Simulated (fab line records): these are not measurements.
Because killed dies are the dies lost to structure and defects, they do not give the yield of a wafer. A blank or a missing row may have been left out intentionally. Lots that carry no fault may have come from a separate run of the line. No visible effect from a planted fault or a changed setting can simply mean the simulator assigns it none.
fab line records / flow nand-harc
record: lots: 13 wafers: 39 last-day: 34
route steps=1302 shown P_M1@299 A_BONDPAD@1232 THIN_TSV@1246 END@1302
lots untouched by any fault: they come from a run of this same line in which no faults occurred
start-h: hours from the record's first day to the start of the lot's first wafer shown / wait-h: hours from the lot's prior step to this one / " identical to the entry in the row above / L1.1+2: a single row standing in for several wafers / - no value present, or no start provided / * or withheld: withheld / < > ~ a bound
route shown NAME@n: NAME is a module with steps in the file, n the number in the route of the first one / usual: mean/standard deviation of fault-free wafers / same: alike in all rows / chamber/n: place in a boat / sites: per-site readings / _std_site: the standard deviation of these / _edge_site: mean of outer sites minus mean of inner sites / radius-mm: how far each site lies from the wafer's centre / mask NAME#n: copy n / behind: the last tool/chamber to shape the wafer / hold: reason for holding the lot/hours on hold/outcome of the hold / device: transistor that didn't switch, given as n, p or np / end of line: tests of these same wafers at the route's end / where a step has no rows: the recipe by itself / killed: dies that structure and defects cost at the first sort, which is not the same as the wafer's yield / map: dies across one wafer; x = killed, . = not, _ = none there
set.NAME: the setting that was run; set.NAME@STEP: the one run at that earlier step / model.NAME: the simulator's own value behind a step, which no gauge read
a sample of lots followed through the steps of the route, with each step as a table and each wafer as a row
services: when a tool's chamber went out of use (start-h, in hours from the record's first day, below 0 if earlier), for how many hours, and the reason
== steps ==
step: NHARC_P_M1_ETCH_35
recipe: target-depth-a: 400 overetch-a: 120 time-s: 43.94 ion-energy-ev: 200 n2-flow-sccm: 150 h2-flow-sccm: 150 ar-flow-sccm: 0 rf-w: 400 bias-w: 150 chemistry: N2/H2
usual: drypump-motor-current-A: 5.6/0.49 oes-product-au: 1.001/0.013 rf-vpp-V: 431.3/2.6 showerhead-plenum-p-Torr: 2.07/0.09 throttle-valve-pct: 14.171/0.0095
lot.wafer=L771.2 tool=rie-diel-12 chamber=1 start-h=134.80 wait-h=0.1 drypump-motor-current-A=5.2 oes-product-au=1.016 rf-hours-counter-h=10 rf-vpp-V=425.3 showerhead-plenum-p-Torr=1.89 throttle-valve-pct=14.170
lot.wafer=L771.4 tool=rie-diel-12 chamber=0 start-h=134.80 wait-h=0.1 drypump-motor-current-A=6.1 oes-product-au=0.981 rf-hours-counter-h=11 rf-vpp-V=434.2 showerhead-plenum-p-Torr=2.20 throttle-valve-pct=14.161
lot.wafer=L771.5 tool=rie-diel-12 chamber=1 start-h=134.80 wait-h=0.1 drypump-motor-current-A=5.2 oes-product-au=1.023 rf-hours-counter-h=- rf-vpp-V=424.6 showerhead-plenum-p-Torr=1.89 throttle-valve-pct=14.158
lot.wafer=L773.2 tool=rie-diel-03 chamber=1 start-h=147.75 wait-h=0.1 drypump-motor-current-A=5.0 oes-product-au=1.021 rf-hours-counter-h=2 rf-vpp-V=429.2 showerhead-plenum-p-Torr=1.99 throttle-valve-pct=14.168
lot.wafer=L773.3 tool=rie-diel-03 chamber=2 start-h=147.75 wait-h=0.1 drypump-motor-current-A=5.2 oes-product-au=0.995 rf-hours-counter-h=2 rf-vpp-V=435.4 showerhead-plenum-p-Torr=2.17 throttle-valve-pct=14.154
lot.wafer=L773.1 tool=rie-diel-03 chamber=0 start-h=147.75 wait-h=0.1 drypump-motor-current-A=5.9 oes-product-au=1.006 rf-hours-counter-h=3 rf-vpp-V=432.8 showerhead-plenum-p-Torr=2.13 throttle-valve-pct=14.162
lot.wafer=L774.1 tool=rie-diel-03 chamber=0 start-h=166.03 wait-h=0.1 drypump-motor-current-A=5.9 oes-product-au=1.013 rf-hours-counter-h=4 rf-vpp-V=431.4 showerhead-plenum-p-Torr=2.13 throttle-valve-pct=14.166
lot.wafer=L774.4 tool=rie-diel-03 chamber=2 start-h=166.03 wait-h=0.1 drypump-motor-current-A=5.2 oes-product-au=0.993 rf-hours-counter-h=4 rf-vpp-V=432.7 showerhead-plenum-p-Torr=2.17 throttle-valve-pct=14.174
lot.wafer=L774.5 tool=rie-diel-03 chamber=1 start-h=166.03 wait-h=0.1 drypump-motor-current-A=5.0 oes-product-au=1.025 rf-hours-counter-h=- rf-vpp-V=428.6 showerhead-plenum-p-Torr=1.99 throttle-valve-pct=14.174
lot.wafer=L776.4 tool=rie-diel-03 chamber=1 start-h=177.96 wait-h=0.1 drypump-motor-current-A=5.0 oes-product-au=1.007 rf-hours-counter-h=5 rf-vpp-V=429.3 showerhead-plenum-p-Torr=1.99 throttle-valve-pct=14.155
lot.wafer=L776.1 tool=rie-diel-03 chamber=3 start-h=177.96 wait-h=0.1 drypump-motor-current-A=5.4 oes-product-au=0.985 rf-hours-counter-h=6 rf-vpp-V=432.7 showerhead-plenum-p-Torr=2.12 throttle-valve-pct=14.172
lot.wafer=L776.2 tool=rie-diel-03 chamber=0 start-h=177.96 wait-h=0.1 drypump-motor-current-A=6.0 oes-product-au=1.008 rf-hours-counter-h=5 rf-vpp-V=433.9 showerhead-plenum-p-Torr=2.13 throttle-valve-pct=14.181
lot.wafer=L777.2 tool=rie-diel-12 chamber=0 start-h=187.43 wait-h=0.1 drypump-motor-current-A=6.0 oes-product-au=0.985 rf-hours-counter-h=27 rf-vpp-V=434.8 showerhead-plenum-p-Torr=2.19 throttle-valve-pct=14.171
lot.wafer=L777.1 tool=rie-diel-12 chamber=2 start-h=187.43 wait-h=0.1 drypump-motor-current-A=5.7 oes-product-au=0.999 rf-hours-counter-h=28 rf-vpp-V=431.9 showerhead-plenum-p-Torr=2.11 throttle-valve-pct=14.188
lot.wafer=L777.6 tool=rie-diel-12 chamber=0 start-h=187.43 wait-h=0.1 drypump-motor-current-A=6.1 oes-product-au=0.989 rf-hours-counter-h=- rf-vpp-V=433.6 showerhead-plenum-p-Torr=2.19 throttle-valve-pct=14.172
lot.wafer=L778.3 tool=rie-diel-03 chamber=3 start-h=191.67 wait-h=0.1 drypump-motor-current-A=5.4 oes-product-au=0.986 rf-hours-counter-h=7 rf-vpp-V=431.7 showerhead-plenum-p-Torr=2.12 throttle-valve-pct=14.174
lot.wafer=L778.1 tool=rie-diel-03 chamber=0 start-h=191.67 wait-h=0.1 drypump-motor-current-A=5.9 oes-product-au=0.994 rf-hours-counter-h=6 rf-vpp-V=433.8 showerhead-plenum-p-Torr=2.13 throttle-valve-pct=14.177
lot.wafer=L778.4 tool=rie-diel-03 chamber=1 start-h=191.67 wait-h=0.1 drypump-motor-current-A=5.0 oes-product-au=1.005 rf-hours-counter-h=7 rf-vpp-V=429.6 showerhead-plenum-p-Torr=1.99 throttle-valve-pct=14.171
lot.wafer=L779.4 tool=rie-diel-03 chamber=0 start-h=205.37 wait-h=0.1 drypump-motor-current-A=5.9 oes-product-au=1.015 rf-hours-counter-h=7 rf-vpp-V=432.7 showerhead-plenum-p-Torr=2.13 throttle-valve-pct=14.166
lot.wafer=L779.6 tool=rie-diel-03 chamber=0 start-h=205.37 wait-h=0.1 drypump-motor-current-A=5.9 oes-product-au=0.997 rf-hours-counter-h=- rf-vpp-V=432.8 showerhead-plenum-p-Torr=2.13 throttle-valve-pct=14.154
lot.wafer=L779.5 tool=rie-diel-03 chamber=1 start-h=205.37 wait-h=0.1 drypump-motor-current-A=5.0 oes-product-au=1.008 rf-hours-counter-h=- rf-vpp-V=429.5 showerhead-plenum-p-Torr=1.99 throttle-valve-pct=14.185
lot.wafer=L788.4 tool=rie-diel-06 chamber=1 start-h=306.13 wait-h=0.1 drypump-motor-current-A=5.7 oes-product-au=1.008 rf-hours-counter-h=16 rf-vpp-V=433.5 showerhead-plenum-p-Torr=2.13 throttle-valve-pct=14.162
lot.wafer=L788.2 tool=rie-diel-06 chamber=3 start-h=306.13 wait-h=0.1 drypump-motor-current-A=5.9 oes-product-au=1.004 rf-hours-counter-h=11 rf-vpp-V=429.7 showerhead-plenum-p-Torr=2.01 throttle-valve-pct=14.167
lot.wafer=L788.5 tool=rie-diel-06 chamber=1 start-h=306.13 wait-h=0.1 drypump-motor-current-A=5.7 oes-product-au=1.005 rf-hours-counter-h=- rf-vpp-V=434.0 showerhead-plenum-p-Torr=2.13 throttle-valve-pct=14.177
lot.wafer=L789.4 tool=rie-diel-12 chamber=2 start-h=314.90 wait-h=0.1 drypump-motor-current-A=5.6 oes-product-au=1.017 rf-hours-counter-h=13 rf-vpp-V=431.1 showerhead-plenum-p-Torr=2.09 throttle-valve-pct=14.173
lot.wafer=L789.2 tool=rie-diel-12 chamber=3 start-h=314.90 wait-h=0.1 drypump-motor-current-A=5.1 oes-product-au=1.014 rf-hours-counter-h=12 rf-vpp-V=426.9 showerhead-plenum-p-Torr=1.94 throttle-valve-pct=14.170
lot.wafer=L789.1 tool=rie-diel-12 chamber=0 start-h=314.90 wait-h=0.1 drypump-motor-current-A=6.1 oes-product-au=0.986 rf-hours-counter-h=10 rf-vpp-V=435.6 showerhead-plenum-p-Torr=2.18 throttle-valve-pct=14.175
lot.wafer=L790.4 tool=rie-diel-03 chamber=1 start-h=321.33 wait-h=0.1 drypump-motor-current-A=5.0 oes-product-au=0.988 rf-hours-counter-h=1 rf-vpp-V=430.3 showerhead-plenum-p-Torr=1.99 throttle-valve-pct=14.173
lot.wafer=L790.3 tool=rie-diel-03 chamber=3 start-h=321.33 wait-h=0.1 drypump-motor-current-A=5.4 oes-product-au=0.991 rf-hours-counter-h=1 rf-vpp-V=433.3 showerhead-plenum-p-Torr=2.12 throttle-valve-pct=14.164
lot.wafer=L790.5 tool=rie-diel-03 chamber=1 start-h=321.33 wait-h=0.1 drypump-motor-current-A=5.0 oes-product-au=0.987 rf-hours-counter-h=- rf-vpp-V=428.8 showerhead-plenum-p-Torr=1.99 throttle-valve-pct=14.166
lot.wafer=L791.3 tool=rie-diel-06 chamber=0 start-h=325.32 wait-h=0.1 drypump-motor-current-A=5.9 oes-product-au=0.971 rf-hours-counter-h=0 rf-vpp-V=430.0 showerhead-plenum-p-Torr=2.08 throttle-valve-pct=14.169
lot.wafer=L791.1 tool=rie-diel-06 chamber=1 start-h=325.32 wait-h=0.1 drypump-motor-current-A=5.7 oes-product-au=0.990 rf-hours-counter-h=0 rf-vpp-V=432.5 showerhead-plenum-p-Torr=2.13 throttle-valve-pct=14.175
lot.wafer=L791.4 tool=rie-diel-06 chamber=2 start-h=325.32 wait-h=0.1 drypump-motor-current-A=6.7 oes-product-au=0.986 rf-hours-counter-h=0 rf-vpp-V=426.4 showerhead-plenum-p-Torr=1.94 throttle-valve-pct=14.180
lot.wafer=L792.4 tool=rie-diel-06 chamber=3 start-h=336.88 wait-h=0.1 drypump-motor-current-A=5.9 oes-product-au=0.982 rf-hours-counter-h=2 rf-vpp-V=428.4 showerhead-plenum-p-Torr=2.01 throttle-valve-pct=14.175
lot.wafer=L792.6 tool=rie-diel-06 chamber=2 start-h=336.88 wait-h=0.1 drypump-motor-current-A=6.7 oes-product-au=0.985 rf-hours-counter-h=- rf-vpp-V=426.7 showerhead-plenum-p-Torr=1.94 throttle-valve-pct=14.165
lot.wafer=L792.5 tool=rie-diel-06 chamber=3 start-h=336.88 wait-h=0.1 drypump-motor-current-A=5.9 oes-product-au=0.986 rf-hours-counter-h=- rf-vpp-V=430.3 showerhead-plenum-p-Torr=2.01 throttle-valve-pct=14.183
lot.wafer=L794.4 tool=rie-diel-03 chamber=2 start-h=351.33 wait-h=0.1 drypump-motor-current-A=5.2 oes-product-au=1.009 rf-hours-counter-h=4 rf-vpp-V=433.1 showerhead-plenum-p-Torr=2.17 throttle-valve-pct=14.177
lot.wafer=L794.2 tool=rie-diel-03 chamber=0 start-h=351.33 wait-h=0.1 drypump-motor-current-A=6.0 oes-product-au=1.004 rf-hours-counter-h=3 rf-vpp-V=432.9 showerhead-plenum-p-Torr=2.13 throttle-valve-pct=14.162
lot.wafer=L794.6 tool=rie-diel-03 chamber=3 start-h=351.33 wait-h=0.1 drypump-motor-current-A=5.4 oes-product-au=0.991 rf-hours-counter-h=- rf-vpp-V=432.4 showerhead-plenum-p-Torr=2.12 throttle-valve-pct=14.177
step: NHARC_A_BONDPAD_THK_MEAS_20
recipe: thk-meas-gauge: xrf
usual: thk-nm: 169.7/1.8
lot.wafer=L771.2 tool=film-metro-02 chamber=- start-h=538.83 wait-h=- thk-nm=168.0
lot.wafer=L771.4 tool=film-metro-02 chamber=- start-h=538.83 wait-h=- thk-nm=169.6
lot.wafer=L771.5 tool=film-metro-02 chamber=- start-h=538.83 wait-h=- thk-nm=170.3
lot.wafer=L773.1 tool=film-metro-02 chamber=- start-h=556.63 wait-h=- thk-nm=170.9
lot.wafer=L773.2 tool=film-metro-02 chamber=- start-h=556.63 wait-h=- thk-nm=168.9
lot.wafer=L773.3 tool=film-metro-02 chamber=- start-h=556.63 wait-h=- thk-nm=169.0
lot.wafer=L774.1 tool=film-metro-02 chamber=- start-h=563.02 wait-h=- thk-nm=166.1
lot.wafer=L774.4 tool=film-metro-02 chamber=- start-h=563.02 wait-h=- thk-nm=170.9
lot.wafer=L774.5 tool=film-metro-02 chamber=- start-h=563.02 wait-h=- thk-nm=168.1
lot.wafer=L776.1 tool=film-metro-02 chamber=- start-h=578.28 wait-h=- thk-nm=167.6
lot.wafer=L776.2 tool=film-metro-02 chamber=- start-h=578.28 wait-h=- thk-nm=172.2
lot.wafer=L776.4 tool=film-metro-02 chamber=- start-h=578.28 wait-h=- thk-nm=168.2
lot.wafer=L777.1 tool=film-metro-01 chamber=- start-h=593.25 wait-h=- thk-nm=173.1
lot.wafer=L777.2 tool=film-metro-01 chamber=- start-h=593.25 wait-h=- thk-nm=169.9
lot.wafer=L777.6 tool=film-metro-01 chamber=- start-h=593.25 wait-h=- thk-nm=169.6
lot.wafer=L779.4 tool=film-metro-01 chamber=- start-h=610.48 wait-h=- thk-nm=172.7
lot.wafer=L779.5 tool=film-metro-01 chamber=- start-h=610.48 wait-h=- thk-nm=174.2
lot.wafer=L779.6 tool=film-metro-01 chamber=- start-h=610.48 wait-h=- thk-nm=171.2
lot.wafer=L778.1 tool=film-metro-01 chamber=- start-h=611.05 wait-h=- thk-nm=168.9
lot.wafer=L778.3 tool=film-metro-01 chamber=- start-h=611.05 wait-h=- thk-nm=168.9
lot.wafer=L778.4 tool=film-metro-01 chamber=- start-h=611.05 wait-h=- thk-nm=168.2
lot.wafer=L788.2 tool=film-metro-01 chamber=- start-h=706.77 wait-h=- thk-nm=169.8
lot.wafer=L788.4 tool=film-metro-01 chamber=- start-h=706.77 wait-h=- thk-nm=168.4
lot.wafer=L788.5 tool=film-metro-01 chamber=- start-h=706.77 wait-h=- thk-nm=168.6
lot.wafer=L789.1 tool=film-metro-02 chamber=- start-h=718.51 wait-h=- thk-nm=171.2
lot.wafer=L789.2 tool=film-metro-02 chamber=- start-h=718.51 wait-h=- thk-nm=173.0
lot.wafer=L789.4 tool=film-metro-02 chamber=- start-h=718.51 wait-h=- thk-nm=171.8
lot.wafer=L791.1 tool=film-metro-02 chamber=- start-h=721.27 wait-h=- thk-nm=170.6
lot.wafer=L791.3 tool=film-metro-02 chamber=- start-h=721.27 wait-h=- thk-nm=170.7
lot.wafer=L791.4 tool=film-metro-02 chamber=- start-h=721.27 wait-h=- thk-nm=172.0
lot.wafer=L790.3 tool=film-metro-01 chamber=- start-h=728.06 wait-h=- thk-nm=171.1
lot.wafer=L790.4 tool=film-metro-01 chamber=- start-h=728.06 wait-h=- thk-nm=171.3
lot.wafer=L790.5 tool=film-metro-01 chamber=- start-h=728.06 wait-h=- thk-nm=168.1
lot.wafer=L792.4 tool=film-metro-02 chamber=- start-h=750.00 wait-h=- thk-nm=172.9
lot.wafer=L792.5 tool=film-metro-02 chamber=- start-h=750.00 wait-h=- thk-nm=170.6
lot.wafer=L792.6 tool=film-metro-02 chamber=- start-h=750.00 wait-h=- thk-nm=170.3
lot.wafer=L794.2 tool=film-metro-01 chamber=- start-h=775.27 wait-h=- thk-nm=171.4
lot.wafer=L794.4 tool=film-metro-01 chamber=- start-h=775.27 wait-h=- thk-nm=168.0
lot.wafer=L794.6 tool=film-metro-01 chamber=- start-h=775.27 wait-h=- thk-nm=168.6
step: NHARC_THIN_TSV_THK_MEAS_02
recipe: thk-meas-gauge: ir
usual: thk-nm: 2964/230
lot.wafer=L771.2 tool=film-metro-02 chamber=- start-h=550.18 wait-h=- thk-nm=3276
lot.wafer=L771.4 tool=film-metro-02 chamber=- start-h=550.18 wait-h=- thk-nm=2769
lot.wafer=L771.5 tool=film-metro-02 chamber=- start-h=550.18 wait-h=- thk-nm=2617
lot.wafer=L773.1 tool=film-metro-01 chamber=- start-h=568.05 wait-h=0.2 thk-nm=2970
lot.wafer=L773.2 tool=film-metro-01 chamber=- start-h=568.05 wait-h=0.2 thk-nm=2975
lot.wafer=L773.3 tool=film-metro-01 chamber=- start-h=568.05 wait-h=0.2 thk-nm=2985
lot.wafer=L774.1 tool=film-metro-02 chamber=- start-h=573.60 wait-h=- thk-nm=2978
lot.wafer=L774.4 tool=film-metro-02 chamber=- start-h=573.60 wait-h=- thk-nm=3275
lot.wafer=L774.5 tool=film-metro-02 chamber=- start-h=573.60 wait-h=- thk-nm=2980
lot.wafer=L776.1 tool=film-metro-02 chamber=- start-h=590.00 wait-h=- thk-nm=2946
lot.wafer=L776.2 tool=film-metro-02 chamber=- start-h=590.00 wait-h=- thk-nm=3110
lot.wafer=L776.4 tool=film-metro-02 chamber=- start-h=590.00 wait-h=- thk-nm=3031
lot.wafer=L777.1 tool=film-metro-01 chamber=- start-h=607.62 wait-h=0.2 thk-nm=3004
lot.wafer=L777.2 tool=film-metro-01 chamber=- start-h=607.62 wait-h=0.2 thk-nm=3298
lot.wafer=L777.6 tool=film-metro-01 chamber=- start-h=607.62 wait-h=0.2 thk-nm=2722
lot.wafer=L779.4 tool=film-metro-02 chamber=- start-h=621.87 wait-h=- thk-nm=2546
lot.wafer=L779.5 tool=film-metro-02 chamber=- start-h=621.87 wait-h=- thk-nm=2358
lot.wafer=L779.6 tool=film-metro-02 chamber=- start-h=621.87 wait-h=- thk-nm=2524
lot.wafer=L778.1 tool=film-metro-02 chamber=- start-h=623.06 wait-h=- thk-nm=2736
lot.wafer=L778.3 tool=film-metro-02 chamber=- start-h=623.06 wait-h=- thk-nm=2738
lot.wafer=L778.4 tool=film-metro-02 chamber=- start-h=623.06 wait-h=- thk-nm=3139
lot.wafer=L788.2 tool=film-metro-02 chamber=- start-h=717.98 wait-h=- thk-nm=3044
lot.wafer=L788.4 tool=film-metro-02 chamber=- start-h=717.98 wait-h=- thk-nm=2997
lot.wafer=L788.5 tool=film-metro-02 chamber=- start-h=717.98 wait-h=- thk-nm=3078
lot.wafer=L789.1 tool=film-metro-01 chamber=- start-h=730.43 wait-h=0.2 thk-nm=2793
lot.wafer=L789.2 tool=film-metro-01 chamber=- start-h=730.43 wait-h=0.2 thk-nm=2906
lot.wafer=L789.4 tool=film-metro-01 chamber=- start-h=730.43 wait-h=0.2 thk-nm=3131
lot.wafer=L791.1 tool=film-metro-02 chamber=- start-h=731.62 wait-h=- thk-nm=3134
lot.wafer=L791.3 tool=film-metro-02 chamber=- start-h=731.62 wait-h=- thk-nm=2960
lot.wafer=L791.4 tool=film-metro-02 chamber=- start-h=731.62 wait-h=- thk-nm=3058
lot.wafer=L790.3 tool=film-metro-02 chamber=- start-h=745.66 wait-h=- thk-nm=2747
lot.wafer=L790.4 tool=film-metro-02 chamber=- start-h=745.66 wait-h=- thk-nm=3059
lot.wafer=L790.5 tool=film-metro-02 chamber=- start-h=745.66 wait-h=- thk-nm=3268
lot.wafer=L792.4 tool=film-metro-02 chamber=- start-h=761.70 wait-h=- thk-nm=2605
lot.wafer=L792.5 tool=film-metro-02 chamber=- start-h=761.70 wait-h=- thk-nm=2729
lot.wafer=L792.6 tool=film-metro-02 chamber=- start-h=761.70 wait-h=- thk-nm=2491
lot.wafer=L794.2 tool=film-metro-02 chamber=- start-h=786.63 wait-h=- thk-nm=3053
lot.wafer=L794.4 tool=film-metro-02 chamber=- start-h=786.63 wait-h=- thk-nm=3218
lot.wafer=L794.6 tool=film-metro-02 chamber=- start-h=786.63 wait-h=- thk-nm=3109
step: NHARC_END_SORT_01
recipe: temp-c: 25
usual: defect-limited-yield: 90.5/2.4 killed-at-array: 59/16 killed-at-other: 0.7/1.1 killed-at-periphery: 4/3 killed-dies: 64/16 killed-open: 3.4/1.8 killed-short: 2.6/1.7
same: gross-dies: 677
lot.wafer=L779.4 tool=prober-02 chamber=0 start-h=641.44 wait-h=3.4 defect-limited-yield[%]=81.1 killed-at-array=32 killed-at-other=0 killed-at-periphery=96 killed-dies=128 killed-open=5 killed-short=2
lot.wafer=L779.5 tool=prober-02 chamber=0 start-h=642.24 wait-h=3.7 defect-limited-yield[%]=95.1 killed-at-array=24 killed-at-other=1 killed-at-periphery=8 killed-dies=33 killed-open=1 killed-short=0
lot.wafer=L779.6 tool=prober-02 chamber=0 start-h=643.04 wait-h=4.0 defect-limited-yield[%]=81.7 killed-at-array=32 killed-at-other=0 killed-at-periphery=92 killed-dies=124 killed-open=2 killed-short=3
killed by level:class
L779.4 P_M1:unspecified=82 P_GATE:chamber-film-flake=9 A_CHANNEL_HOLE_D2:chamber-film-flake=9 A_CHANNEL_HOLE_D1:chamber-film-flake=5 A_CONTACT:chamber-film-flake=5 A_STAIRCASE:chamber-film-flake=3 A_M0:geometric-particle:open=2 P_STI:chamber-film-flake=2
L779.5 A_CHANNEL_HOLE_D2:chamber-film-flake=8 P_GATE:chamber-film-flake=5 A_CONTACT:chamber-film-flake=5 A_STAIRCASE:chamber-film-flake=3 P_ZERO_WELL:chamber-film-flake=2 A_CHANNEL_HOLE_D1:chamber-film-flake=2 A_SLIT:chamber-film-flake=2 A_ONON_D2:geometric-particle:open=1
L779.6 P_M1:unspecified=85 A_CONTACT:chamber-film-flake=10 A_CHANNEL_HOLE_D1:chamber-film-flake=5 A_CHANNEL_HOLE_D2:chamber-film-flake=5 P_GATE:chamber-film-flake=4 A_DECK1_JOINT:chamber-film-flake=3 A_STAIRCASE:chamber-film-flake=3 A_ONON_D1:geometric-particle:short=1
== services ==
tool=rie-diel-03 chamber=0 start-h=113.30 hours=- kind=clean
tool=rie-diel-03 chamber=1 start-h=113.30 hours=- kind=clean
tool=rie-diel-03 chamber=2 start-h=113.30 hours=- kind=clean
tool=rie-diel-06 chamber=- start-h=130.20 hours=9.0 kind=pm
tool=rie-diel-03 chamber=2 start-h=133.84 hours=2.6 kind=repair
tool=rie-diel-12 chamber=2 start-h=147.36 hours=13.4 kind=repair
tool=rie-diel-06 chamber=2 start-h=150.80 hours=9.8 kind=repair
tool=rie-diel-06 chamber=3 start-h=158.73 hours=35.5 kind=repair
tool=rie-diel-06 chamber=2 start-h=177.92 hours=1.8 kind=repair
tool=rie-diel-12 chamber=2 start-h=178.74 hours=2.1 kind=repair
tool=rie-diel-03 chamber=3 start-h=191.86 hours=1.6 kind=repair
tool=rie-diel-03 chamber=1 start-h=194.16 hours=2.6 kind=repair
tool=rie-diel-03 chamber=- start-h=243.59 hours=0.1 kind=repair
tool=rie-diel-03 chamber=- start-h=254.66 hours=0.1 kind=repair
tool=rie-diel-12 chamber=2 start-h=261.52 hours=4.8 kind=repair
tool=rie-diel-03 chamber=3 start-h=266.46 hours=11.2 kind=repair
tool=rie-diel-12 chamber=- start-h=269.93 hours=9.0 kind=pm
tool=rie-diel-03 chamber=- start-h=281.30 hours=9.0 kind=pm
tool=rie-diel-06 chamber=3 start-h=291.71 hours=6.7 kind=repair
tool=rie-diel-03 chamber=3 start-h=304.22 hours=4.9 kind=repair
tool=rie-diel-03 chamber=- start-h=306.85 hours=1.1 kind=repair
tool=rie-diel-06 chamber=- start-h=307.21 hours=9.0 kind=pm
tool=rie-diel-12 chamber=3 start-h=338.90 hours=21.6 kind=repair
tool=rie-diel-03 chamber=0 start-h=344.85 hours=2.5 kind=repair
== key ==
first-sign: step: NHARC_END_SORT_01 reading: killed-at-periphery direction: up sigmas: 30 usual: 4 struck: 94
effect: step: NHARC_END_SORT_01 reading: defect-limited-yield direction: down sigmas: 3.8 usual: 90.5 struck: 81.4
more-kills-born-at: NHARC_P_M1_ETCH_35@rie-diel-03: 167
met-at NHARC_P_M1_ETCH_35
struck-lots L779
struck-wafers L779.4,L779.6
not-acting-at NHARC_A_BONDPAD_THK_MEAS_20,NHARC_THIN_TSV_THK_MEAS_02
onset-between 191.67 205.37
fault: kind: chamber-particle-source tool: rie-diel-03 chamber: 0 onset-h: 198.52 steps: NHARC_P_M1_ETCH_35 rate-per-visit-cm2: 0.71596 end-h: 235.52
